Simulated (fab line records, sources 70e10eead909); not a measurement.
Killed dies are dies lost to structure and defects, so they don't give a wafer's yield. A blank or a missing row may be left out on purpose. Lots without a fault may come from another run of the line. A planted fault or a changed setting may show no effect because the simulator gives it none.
Problem report in the 8D (eight disciplines) form, filled by code | flow nand_harc | the parts of the form that need people (team, actions taken, sign-off) are left out

1. THE PROBLEM
rf_fwd_power_W at NHARC_P_CONTACT_DEP_30 reads a mean of 376.9 W on 4 wafers of 3 lots; wafers without a fault read 448.8 W with a standard deviation of 1.5. That is -48 standard deviations from the usual mean.
The step: deposits SiNx, target thk 30 nm.
First seen on wafer L378.1, day 7 23:32, on pecvd-01. The record holds 39 wafers of 13 lots with a number at this step. Rule for "out", or "out of limits": more than 4 standard deviations from the usual mean. The other wafers with a number count as sound.

2. WHAT IT IS AND WHAT IT IS NOT
question                    | is                             | is not
which readings at this step | rf_fwd_power_W                 | -
which lots                  | L378, L381, L382               | L368, L369, L370, L371, L372, L377, L385, L388, L390, L391
which wafers of those lots  | L378.1, L378.4, L381.6, L382.4 | L378.5, L381.4, L381.5, L382.5, L382.6
read on which tools         | pecvd-01                       | pecvd-02, pecvd-04
when                        | from day 7 23:32               | up to then (16 sound wafers); but 19 sound wafers of L377, L381, L382, L385, L388, L390, L391 came after

3. SUSPECTS, AND WHAT RULES EACH OUT
Counting: a tool at a process step up to the reading stays a suspect if it ran every lot that is out. Sound lots after the first of them don't rule it out here, since some wafers of a struck lot are sound.
- pecvd-01 at NHARC_P_CONTACT_DEP_30 (deposits SiNx, target thk 30 nm): kept. It ran every lot that is out, first L378 (day 7 23:32); its last sound lot up to then is L372 (day 6 09:12). Its own readings are out on those wafers: rf_fwd_power_W.
- Within pecvd-01 at NHARC_P_CONTACT_DEP_30: the wafers that are out ran in chamber 1; their sound lot-mates ran in chambers 0, 2.
Left after counting: pecvd-01 at NHARC_P_CONTACT_DEP_30.

4. THE CAUSE (what the simulator had put in)
Process parameter drift: pecvd-01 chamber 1, from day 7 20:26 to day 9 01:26, at NHARC_P_CONTACT_DEP_30. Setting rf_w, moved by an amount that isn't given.
Counting left only this tool.

5. THE CHAIN OF EFFECTS, in route order
Each row: a reading whose mean over the struck wafers that have a number lies more than 3 standard deviations from the usual. Only readings for which the record gives a usual standard deviation are gone through. hours: the time from each lot's start at the first step in this table that gives one to its start at this step, as a median over the lots. sigmas: the change in usual standard deviations.
hours | step                   | reading        | usual   | on struck wafers | change | sigmas
0     | NHARC_P_CONTACT_DEP_30 | rf_fwd_power_W | 448.8 W | 376.9            | -71.9  | -48
The process steps in it:
- NHARC_P_CONTACT_DEP_30: deposits SiNx, target thk 30 nm.

6. WHAT WOULD HAVE CAUGHT IT SOONER
In this record the first reading out of limits was taken at day 7 23:32, 3 hours after the fault began at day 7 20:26.
